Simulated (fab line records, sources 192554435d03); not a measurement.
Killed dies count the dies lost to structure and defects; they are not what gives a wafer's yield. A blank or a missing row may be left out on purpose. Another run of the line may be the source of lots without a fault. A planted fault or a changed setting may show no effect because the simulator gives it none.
Problem report in the 8D (eight disciplines) form, filled by code + flow n5Finfet + the parts of the form that need people (team, actions taken, sign-off) are left out

## 1. WHAT IS WRONG
At N5_BEOL_M9_ILD_DEP_00, susceptorTempC averages 302.32 C over 6 wafers from 2 lots, while fault-free wafers read 300.02 C, standard deviation 0.18. Relative to the usual mean, that is a shift of +13 standard deviations.
The step: deposits SiCOH lowk from DEMS/porogen, target thk 308.51 nm, time 58 s.
Seen first at day 13 04:28 on pecvd-02, wafer L320.1. At this step, 33 wafers from 11 lots have a number in the record. Rule for "out" (also "out of limits"): further than 4 standard deviations from the usual mean. The other wafers with a number count as sound.

## 2. WHAT IT IS, WHAT IT ISN'T
| question                    | is                     | is not                                                                    |
|-----------------------------|------------------------|---------------------------------------------------------------------------|
| which readings at this step | susceptorTempC         | heaterPowerW, showerheadPlenumPTorr, throttleValvePct                     |
| which lots                  | L320, L321             | L305, L308, L310, L311, L313, L314, L315, L326, L328                      |
| which wafers of those lots  | all that have a number | -                                                                         |
| read on which tools         | pecvd-02               | pecvd-01, pecvd-03                                                        |
| when                        | from day 13 04:28      | up to then (21 sound wafers); but 6 sound wafers of L326, L328 came after |

## 3. WHAT RULES OUT EACH SUSPECT
Counting: a tool at any process step up to the reading remains a suspect when it ran all the lots that are out and ran no sound lot after the first of those.
- pecvd-02 at N5_BEOL_M9_ILD_DEP_00 (deposits SiCOH lowk from DEMS/porogen, target thk 308.51 nm, time 58 s): kept. All lots that are out passed through it, beginning with L320 at day 13 04:28, and no sound lot followed; its final sound lot before that point was L313 at day 11 15:22. On those wafers its own readings are out: susceptorTempC.
Remaining after the count: pecvd-02 at N5_BEOL_M9_ILD_DEP_00.

## 4. THE CAUSE (what the simulator had put in)
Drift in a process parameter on pecvd-02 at N5_BEOL_M9_ILD_DEP_00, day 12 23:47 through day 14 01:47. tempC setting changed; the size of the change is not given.
After counting, this tool was the only one left.

## 5. SEQUENCE OF EFFECTS, ordered by route
Each row: a reading where the mean over the struck wafers with a number is more than 3 standard deviations away from the usual. Readings are gone through only where the record gives a usual standard deviation; hours: the median, over the lots, of the time from a lot's start at the first step in this table giving one to that lot's start at this step; sigmas: the change measured in usual standard deviations.
| hours | step                  | reading        | usual    | on struck wafers | change | sigmas |
|-------|-----------------------|----------------|----------|------------------|--------|--------|
| 0     | N5_BEOL_M9_ILD_DEP_00 | susceptorTempC | 300.02 C | 302.32           | +2.30  | +13    |
The process steps in it:
- N5_BEOL_M9_ILD_DEP_00: deposits SiCOH lowk from DEMS/porogen, target thk 308.51 nm, time 58 s.

## 6. HOW IT WOULD HAVE BEEN CAUGHT EARLIER
The fault began at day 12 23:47; the first out-of-limits reading in this record came at day 13 04:28, 5 hours later.
